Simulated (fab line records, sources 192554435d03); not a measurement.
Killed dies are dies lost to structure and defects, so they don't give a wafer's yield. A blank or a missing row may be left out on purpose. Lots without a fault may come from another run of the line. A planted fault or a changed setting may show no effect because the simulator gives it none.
Chamber matching | flow n5_finfet | N5_BEOL_M5_PRE_CLEAN_77 on cvd_co-02: 3 sister chambers
The step time 15 s. 3 wafers are shown with their chamber, then 12 later ones without.

WAFERS WITH THEIR CHAMBER
wafer  | chamber | heater_power_w (W)
L091.4 | 0       | 85
L090.3 | 2       | 134
L090.5 | 1       | 103

WAFERS WITHOUT THEIR CHAMBER
wafer  | heater_power_w (W)
L093.3 | 137
L093.4 | 101
L093.6 | 104
L092.3 | 103
L092.4 | 140
L092.6 | 132
L094.1 | 104
L094.5 | 137
L094.6 | 103
L097.1 | 134
L097.2 | 102
L097.3 | 137

WHICH CHAMBER EACH WENT THROUGH
wafer  | from the rows above | in truth
L093.3 | 2                   | 2
L093.4 | 1                   | 1
L093.6 | 1                   | 1
L092.3 | 1                   | 1
L092.4 | 2                   | 2
L092.6 | 2                   | 2
L094.1 | 1                   | 1
L094.5 | 2                   | 2
L094.6 | 1                   | 1
L097.1 | 2                   | 2
L097.2 | 1                   | 1
L097.3 | 2                   | 2
Placed correctly: 12 of 12. Can't be placed from these rows: 0. Placed wrongly: 0.
How it was worked out, from the rows above alone: a wafer's distance from a chamber is the root of the sum, over the readings, of the square of ((its reading less the chamber's mean) divided by the reading's scatter). The wafer belongs to the nearest chamber; if the next one is less than 2 further off, it can't be placed. A chamber's mean is the mean of its shown wafers. The scatter: with one shown wafer a chamber, the root of the mean of the squares of how far each hidden wafer lies from its nearest shown one.
